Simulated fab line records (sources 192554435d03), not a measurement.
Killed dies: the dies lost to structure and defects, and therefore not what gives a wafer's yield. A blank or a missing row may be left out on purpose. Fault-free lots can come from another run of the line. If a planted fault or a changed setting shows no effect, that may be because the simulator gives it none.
A lot that was struck, set against a sound lot	flow n5Finfet	15 steps out of a route of 1938
Sound: wafers L146.3, L146.4, L146.5. Wafers L156.2, L156.4, L156.6 were the ones struck. The cause is given at the end.
At each step with rows: each side's tool, then ch and its chambers, then its first start. Under that, the readings that differ: sound wafers	struck wafers	difference of the means	sigmas: that difference in standard deviations of wafers without a fault.
alike: words and numbers the same on both sides, and readings whose means are apart by under 2 such deviations; not compared: readings that were withheld, readings missing a value for some wafer, numbers with overlapping values and no deviation given by the record, and bounds like >300 which may hide the same value.
A row with sigmas, a row that says differs or no value, or rows on one side alone: a step with any of these is where the two part. Numbers that don't overlap but have no deviation are shown without sigmas and don't part them. A reading that every wafer of one side lacks parts them only if that side has two wafers or more.

first, 4 steps without rows for these wafers: N5_SD_EPI_N_WET_ETCH_43 (etches SiO2 in dHF, time 14 s, target depth 1.5 nm); N5_SD_EPI_N_STRIP_18 (strips in SPM, time 750 s); N5_SD_EPI_N_SRD_20 (time 30 s); N5_SD_EPI_N_PRECLEAN_48 (cleans in NF3:NH3, afs cycles 2, time 20 s, sublimation time 60 s).
N5_SD_EPI_N_VAPOR_ETCH_50: etches Si in HCl, time 54 s.
  sound on epiRpcvd-02 ch 0, day 5 08:53; struck on epiRpcvd-02 ch 0, day 7 20:20
  alike: throttleValvePct
then, 1 step without rows for these wafers: N5_SD_EPI_N_EPI_21 (deposits Si:P, time 690 s).
N5_SD_EPI_N_EPI_MEAS_23:
  sound: filmMetro-02 at day 5 10:43; struck: filmMetro-02 at day 7 22:13
  alike: thkNm
then, 3 steps without rows for these wafers: N5_SD_EPI_N_PRECLEAN_24 (cleans in O3/DIW, time 60 s); N5_SD_EPI_N_SRD_25 (time 30 s); N5_SD_EPI_N_PRECLEAN_49 (cleans in NF3:NH3, afs cycles 1, time 20 s, sublimation time 60 s).
N5_SD_EPI_N_LINER_46: material SiNx, target thk 3 nm.
  sound on aldSin-02 ch 0,2,3, day 5 11:15; struck on aldSin-04 ch 0,1,3, day 7 22:31
  alike: heaterPowerW
N5_SD_EPI_N_INSPECT_26: inspects for defects (darkfield).
  sound: defectInspect-01 at day 5 11:30; struck: defectInspect-01 at day 7 22:46
  alike: rawDefectCount
N5_SD_EPI_P_COAT_34: time 60 s, resist thk 350 nm.
  sound on lithoTrack-04 ch 0, day 5 11:32; struck on lithoTrack-04 ch 0, day 7 22:48
reading	sound	struck	difference	sigmas
spinSpeedRpm (rpm)	1500.3 1499.4 1499.4	1435.7 1435.2 1436.4	-63.9	-71
model.SOC_of_SD_EPI_P_COAT_34.thkNm (nm)	349.6 350.4 349.6	358.2 358.4 358	+8.3	
then, 1 step without rows for these wafers: N5_SD_EPI_P_COAT_35 (time 60 s, resist thk 35 nm).
-- here the record skips 5 days between the struck wafers' starts before and after, leaving off in module SD_EPI_P and picking up in module BEOL_M4 (first step shown: number 1111 of the route) --
N5_BEOL_M4_RC_MEAS_101:
  sound on prober-02 ch 0, day 10 02:32; struck on prober-01 ch 0, day 13 08:54
  alike: DIBL_N, DIBL_P, IOFF_N, IOFF_P, ION_N, ION_P, SS_N, SS_P, VT_N, VT_P

== WHERE THEY PART ==
Only at N5_SD_EPI_P_COAT_34, as far as this record shows. Later steps at which nothing parts them and some readings are alike: N5_BEOL_M4_RC_MEAS_101.

WHY: whatever the simulator had introduced
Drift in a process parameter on lithoTrack-04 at N5_SD_EPI_P_COAT_34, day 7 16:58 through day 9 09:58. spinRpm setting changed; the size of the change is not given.
